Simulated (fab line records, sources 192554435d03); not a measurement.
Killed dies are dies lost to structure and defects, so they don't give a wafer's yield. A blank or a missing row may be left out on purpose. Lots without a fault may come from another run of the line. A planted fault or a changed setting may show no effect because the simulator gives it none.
Chamber matching | flow n5_finfet | N5_BEOL_M2_ALD_84 on ald_metal-02: 4 sister chambers
The step deposits TaN, pulse time 2 s, purge time 3 s, co reactant purge time 2 s. 4 wafers are shown with their chamber, then 8 later ones without.

WAFERS WITH THEIR CHAMBER
wafer  | chamber | heater_power_w (W)
L085.4 | 1       | 371
L088.2 | 3       | 425
L088.3 | 2       | 452
L090.2 | 0       | 404

WAFERS WITHOUT THEIR CHAMBER
wafer  | heater_power_w (W)
L090.3 | 450
L090.5 | 422
L095.3 | 393
L095.5 | 408
L095.6 | 427
L096.2 | 429
L096.3 | 413
L096.5 | 420

WHICH CHAMBER EACH WENT THROUGH
wafer  | from the rows above     | in truth
L090.3 | 2                       | 2
L090.5 | 3                       | 3
L095.3 | can't be placed: 0 or 1 | 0
L095.5 | 0                       | 0
L095.6 | 3                       | 3
L096.2 | 3                       | 3
L096.3 | can't be placed: 0 or 3 | 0
L096.5 | can't be placed: 3 or 0 | 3
Placed correctly: 5 of 8. Can't be placed from these rows: 3 (the true chamber is among the candidates in 3). Placed wrongly: 0.
How it was worked out, from the rows above alone: a wafer's distance from a chamber is the root of the sum, over the readings, of the square of ((its reading less the chamber's mean) divided by the reading's scatter). The wafer belongs to the nearest chamber; if the next one is less than 2 further off, it can't be placed. A chamber's mean is the mean of its shown wafers. The scatter: with one shown wafer a chamber, the root of the mean of the squares of how far each hidden wafer lies from its nearest shown one.
